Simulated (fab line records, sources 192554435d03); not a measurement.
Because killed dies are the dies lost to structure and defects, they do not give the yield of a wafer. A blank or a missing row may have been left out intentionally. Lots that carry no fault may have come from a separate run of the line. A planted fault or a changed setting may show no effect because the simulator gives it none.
8D (eight disciplines) problem report, filled in by code / flow n5Finfet / the parts of the form that need people (team, actions taken, sign-off) are left out

## 1. PROBLEM STATEMENT
Wafers without a fault read 299.99 C, standard deviation 0.19; susceptorTempC at N5_BEOL_M11_ILD_DEP_00 reads a mean of 303.73 C on 3 wafers belonging to 2 lots. That is +20 standard deviations from the usual mean.
The step: deposits SiCOH lowk from DEMS/porogen, target thk 308.51 nm, time 58 s.
The first sign was on wafer L934.3 at day 13 10:51, on pecvd-04. The record holds 31 wafers of 12 lots with a number at this step. By rule, "out" or "out of limits" means more than 4 standard deviations away from the usual mean. All remaining wafers that have a number are taken as sound.

## 2. WHAT IT IS; WHAT IT IS NOT
question=which readings at this step | is=susceptorTempC | is not=heaterPowerW, showerheadPlenumPTorr, throttleValvePct
question=which lots | is=L934, L938 | is not=L921, L922, L923, L924, L928, L930, L935, L941, L942, L943
question=which wafers of those lots | is=L934.3, L938.2, L938.6 | is not=L934.1, L934.2, L938.1
question=read on which tools | is=pecvd-04 | is not=pecvd-02, pecvd-03
question=when | is=from day 13 10:51 | is not=up to then (16 sound wafers); but 12 sound wafers of L935, L938, L941, L942, L943 came after

## 3. THE SUSPECTS, EACH WITH WHAT RULES IT OUT
Counting: a tool at a process step up to the reading stays a suspect if it ran every lot that is out. Sound lots after the first of them don't rule it out here, since some wafers of a struck lot are sound.
- pecvd-04 at N5_BEOL_M11_ILD_DEP_00 (deposits SiCOH lowk from DEMS/porogen, target thk 308.51 nm, time 58 s): kept. Every lot that is out went through it, the first being L934 (day 13 10:51); the last sound lot it ran before that was L924 (day 10 20:44). On those wafers its own readings are out: susceptorTempC.
- In pecvd-04 at N5_BEOL_M11_ILD_DEP_00, the wafers that are out were processed in chamber 0 and their sound lot-mates in chambers 1, 2.
Left after counting: pecvd-04 at N5_BEOL_M11_ILD_DEP_00.

## 4. THE CAUSE (what the simulator had put in)
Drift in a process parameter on pecvd-04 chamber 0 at N5_BEOL_M11_ILD_DEP_00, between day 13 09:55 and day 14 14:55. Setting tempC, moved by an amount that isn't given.
The count eliminated every tool but this one.

## 5. SEQUENCE OF EFFECTS, ordered by route
Each row: a reading where the mean over the struck wafers with a number is more than 3 standard deviations away from the usual. Readings are gone through only where the record gives a usual standard deviation; hours: the median, over the lots, of the time from a lot's start at the first step in this table giving one to that lot's start at this step; sigmas: the change measured in usual standard deviations.
hours=0; step=N5_BEOL_M11_ILD_DEP_00; reading=susceptorTempC; usual=299.99 C; on struck wafers=303.73; change=+3.74; sigmas=+20
It contains these process steps:
- N5_BEOL_M11_ILD_DEP_00: deposits SiCOH lowk from DEMS/porogen, target thk 308.51 nm, time 58 s.

## 6. WHAT WOULD HAVE CAUGHT IT SOONER
In this record the first reading out of limits was taken at day 13 10:51, 1 hour after the fault began at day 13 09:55.
